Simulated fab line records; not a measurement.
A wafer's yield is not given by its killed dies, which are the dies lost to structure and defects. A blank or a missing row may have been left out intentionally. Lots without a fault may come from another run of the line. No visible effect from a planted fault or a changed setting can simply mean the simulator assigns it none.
Split-lot study / flow n5_finfet / on a route of 1938 steps: 7 lots, 21 wafers read

== THE SPLIT ITSELF ==
At N5_MIM_BOT_LITHO_EXPOSE_05 (exposes mask MIM BOT), the setting dose_mj was moved away from the recipe's 24.25 on 8 of the 21 wafers read, by +3.3% to +7.2%. This setting was run at the recipe's value on the other wafers.

== FROM THE SPLIT TO THE READING: what the file shows between them, 3 steps ==
- N5_MIM_BOT_LITHO_PEB_06
- N5_MIM_BOT_LITHO_DEVELOP_07: develop time 60 s
- N5_MIM_BOT_LITHO_HARDBAKE_09: time 120 s

== THE READING ==
Shown in nm: cd_nm at N5_MIM_BOT_LITHO_CD_MEAS_08, with target cd 3000 nm. Typical for fault-free wafers on this fab line: 2999.4 nm, with standard deviation 2.1 nm.

wafer=L074.1; tool, chamber at the split=krf_scanner-02, 0; dose_mj as run=24.25; against the recipe=recipe; cd_nm, nm=2999.5; against lot-mates on the recipe=-
wafer=L074.3; tool, chamber at the split=krf_scanner-02, 0; dose_mj as run=25.52; against the recipe=+5.2%; cd_nm, nm=3008.5; against lot-mates on the recipe=+9.0
wafer=L074.6; tool, chamber at the split=krf_scanner-02, 0; dose_mj as run=25.52; against the recipe=+5.2%; cd_nm, nm=3008.4; against lot-mates on the recipe=+8.9
wafer=L080.1; tool, chamber at the split=krf_scanner-02, 0; dose_mj as run=24.25; against the recipe=recipe; cd_nm, nm=2999.4; against lot-mates on the recipe=-
wafer=L080.2; tool, chamber at the split=krf_scanner-02, 0; dose_mj as run=24.25; against the recipe=recipe; cd_nm, nm=2999.9; against lot-mates on the recipe=-
wafer=L080.6; tool, chamber at the split=krf_scanner-02, 0; dose_mj as run=24.25; against the recipe=recipe; cd_nm, nm=3000.0; against lot-mates on the recipe=-
wafer=L087.2; tool, chamber at the split=krf_scanner-02, 0; dose_mj as run=24.25; against the recipe=recipe; cd_nm, nm=2999.2; against lot-mates on the recipe=-
wafer=L087.4; tool, chamber at the split=krf_scanner-02, 0; dose_mj as run=25.99; against the recipe=+7.2%; cd_nm, nm=3014.1; against lot-mates on the recipe=+14.9
wafer=L087.5; tool, chamber at the split=krf_scanner-02, 0; dose_mj as run=25.99; against the recipe=+7.2%; cd_nm, nm=3012.7; against lot-mates on the recipe=+13.5
wafer=L090.1; tool, chamber at the split=krf_scanner-01, 0; dose_mj as run=24.25; against the recipe=recipe; cd_nm, nm=2997.8; against lot-mates on the recipe=-
wafer=L090.3; tool, chamber at the split=krf_scanner-01, 0; dose_mj as run=24.25; against the recipe=recipe; cd_nm, nm=2999.9; against lot-mates on the recipe=-
wafer=L090.6; tool, chamber at the split=krf_scanner-01, 0; dose_mj as run=24.25; against the recipe=recipe; cd_nm, nm=3000.1; against lot-mates on the recipe=-
wafer=L088.2; tool, chamber at the split=krf_scanner-02, 0; dose_mj as run=25.25; against the recipe=+4.1%; cd_nm, nm=3007.7; against lot-mates on the recipe=+9.7
wafer=L088.5; tool, chamber at the split=krf_scanner-02, 0; dose_mj as run=24.25; against the recipe=recipe; cd_nm, nm=2998.0; against lot-mates on the recipe=-
wafer=L088.6; tool, chamber at the split=krf_scanner-02, 0; dose_mj as run=25.25; against the recipe=+4.1%; cd_nm, nm=3007.2; against lot-mates on the recipe=+9.2
wafer=L095.3; tool, chamber at the split=krf_scanner-01, 0; dose_mj as run=24.25; against the recipe=recipe; cd_nm, nm=2997.1; against lot-mates on the recipe=-
wafer=L095.4; tool, chamber at the split=krf_scanner-01, 0; dose_mj as run=24.25; against the recipe=recipe; cd_nm, nm=3003.6; against lot-mates on the recipe=-
wafer=L095.6; tool, chamber at the split=krf_scanner-01, 0; dose_mj as run=25.21; against the recipe=+4.0%; cd_nm, nm=3006.0; against lot-mates on the recipe=+5.7
wafer=L093.1; tool, chamber at the split=krf_scanner-02, 0; dose_mj as run=24.25; against the recipe=recipe; cd_nm, nm=2999.1; against lot-mates on the recipe=-
wafer=L093.4; tool, chamber at the split=krf_scanner-02, 0; dose_mj as run=25.05; against the recipe=+3.3%; cd_nm, nm=3006.8; against lot-mates on the recipe=+7.9
wafer=L093.6; tool, chamber at the split=krf_scanner-02, 0; dose_mj as run=24.25; against the recipe=recipe; cd_nm, nm=2998.7; against lot-mates on the recipe=-

FIT RESULTS
A straight line over all 21 wafers: cd_nm changes by +1.89 nm for each +1% of dose_mj; r = +0.97; the points scatter about the line by 1.4 nm.
The same after taking each lot's own level away (the mean of its wafers on the recipe; 21 wafers): +1.93 nm for each +1%; r = +0.96; scatter 1.4 nm.
The reading moves by 14 nm for the largest change in dose_mj, on that fit.
Measured against the standard deviation above, the lots' own levels, which go from 2998.00 to 3000.35 nm, span 1.1 times it.
Hence the lot-to-lot level has little effect on the slope; both slopes agree.
Check: for one of the wafers moved furthest among these (+7.2%), held out of the fit, the line's prediction against its lot-mates is +13.6 nm. Against them it came out at +14.9 nm.

== FURTHER SPLITS ON THESE WAFERS ==
Note: prior to the reading, these wafers also went through further splits. Each is held against what the fit with the lots' levels taken away leaves over:
other split on the same wafers=N5_BEOL_M13_EXPOSE_25 dose_mj; wafers away from the commonest value=9; r with cd_nm (lot level and that fit taken away)=-0.11
other split on the same wafers=N5_BEOL_M13_DESCUM_33 time_s; wafers away from the commonest value=7; r with cd_nm (lot level and that fit taken away)=+0.12
other split on the same wafers=N5_BEOL_M14_TRENCH_ETCH_34 time_s; wafers away from the commonest value=5; r with cd_nm (lot level and that fit taken away)=-0.20
other split on the same wafers=N5_BEOL_M14_SPUTTER_45 time_s; wafers away from the commonest value=6; r with cd_nm (lot level and that fit taken away)=-0.05
other split on the same wafers=N5_BEOL_M15_PEB_26 peb_temp_c; wafers away from the commonest value=8; r with cd_nm (lot level and that fit taken away)=+0.03
other split on the same wafers=N5_BEOL_M15_ETCH_61 time_s; wafers away from the commonest value=6; r with cd_nm (lot level and that fit taken away)=-0.06

== THE FILE'S OWN FIT ==
cd_nm changes by +1.93 nm for each +1% of dose_mj, r = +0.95.
